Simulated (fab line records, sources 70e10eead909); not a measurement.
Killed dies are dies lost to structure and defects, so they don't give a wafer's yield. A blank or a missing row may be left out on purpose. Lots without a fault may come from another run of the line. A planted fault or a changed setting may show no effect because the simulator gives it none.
One fault seen from 2 desks | flow nand_harc | each desk has only its own numbers; what lay behind them comes last

THE TOOL OWNER'S DESK: rie_diel-05
The tool's own readings at NHARC_P_BONDPAD_ETCH_37 (etches the open film in N2/H2, target depth 60 nm, overetch 18 nm, time 65.91 s): means of the sampled wafers that have a number, for each lot that ran on this tool. A lot is out of limits, marked OUT, if its mean lies more than 4 standard deviations from the usual mean; the brackets give that distance.
Columns: A = drypump_motor_current_A at NHARC_P_BONDPAD_ETCH_37, usual 5.7 A; B = h2_flow_sccm at NHARC_P_BONDPAD_ETCH_37, usual 149.9 sccm; C = oes_product_au at NHARC_P_BONDPAD_ETCH_37, usual 0.997 a.u.; D = rf_vpp_V at NHARC_P_BONDPAD_ETCH_37, usual 431.8 V; E = showerhead_plenum_p_Torr at NHARC_P_BONDPAD_ETCH_37, usual 2.08 Torr; F = throttle_valve_pct at NHARC_P_BONDPAD_ETCH_37, usual 14.172 %
lot  | first seen here | A   | B     | C     | D     | E    | F
L393 | day 7 17:53     | 5.3 | 150.5 | 0.993 | 431.1 | 2.05 | 14.166
L396 | day 8 05:13     | 5.3 | 149.8 | 0.996 | 430.6 | 2.04 | 14.181
L397 | day 8 10:50     | 5.7 | 150.4 | 0.995 | 430.7 | 2.04 | 14.170
L399 | day 9 01:23     | 5.8 | 149.7 | 0.991 | 429.3 | 1.99 | 14.167
L403 | day 10 07:32    | 5.9 | 149.6 | 0.993 | 430.0 | 2.00 | 14.178
L408 | day 10 22:05    | 5.9 | 149.3 | 0.993 | 430.0 | 2.01 | 14.177
L409 | day 11 10:25    | 5.2 | 149.8 | 0.998 | 430.1 | 2.01 | 14.168
This desk's finding: nothing out of limits on any of the 7 lots.

THE METROLOGY DESK
What the gauges read, lot by lot, whatever tool the lot ran on: means of the sampled wafers that have a number. A lot is out of limits, marked OUT, if its mean lies more than 4 standard deviations from the usual mean; the brackets give that distance.
Columns: A = thk_nm at NHARC_A_BONDPAD_THK_MEAS_30, usual 200.2 nm; B = thk_nm at NHARC_A_BONDPAD_THK_MEAS_20, usual 170.0 nm
lot  | first seen here | A     | B
L390 | day 18 02:49    | 200.9 | 169.2
L389 | day 18 03:05    | 200.0 | 170.4
L391 | day 18 05:50    | 198.5 | 170.7
L393 | day 19 08:02    | 200.7 | 168.8
L397 | day 19 19:35    | 199.2 | 170.6
L398 | day 20 01:04    | 202.0 | 170.2
L396 | day 20 01:26    | 200.8 | 169.0
L399 | day 20 19:06    | 199.0 | 169.2
L403 | day 21 18:41    | 198.6 | 170.4
L408 | day 22 11:07    | 198.5 | 170.2
L409 | day 23 02:02    | 201.0 | 167.9
L412 | day 23 21:52    | 200.9 | 171.3
This desk's finding: nothing out of limits on any of the 12 lots.

PUT TOGETHER
The tool owner's desk saw nothing out of limits.
The metrology desk saw nothing out of limits.

WHAT THE SIMULATOR HAD PUT IN
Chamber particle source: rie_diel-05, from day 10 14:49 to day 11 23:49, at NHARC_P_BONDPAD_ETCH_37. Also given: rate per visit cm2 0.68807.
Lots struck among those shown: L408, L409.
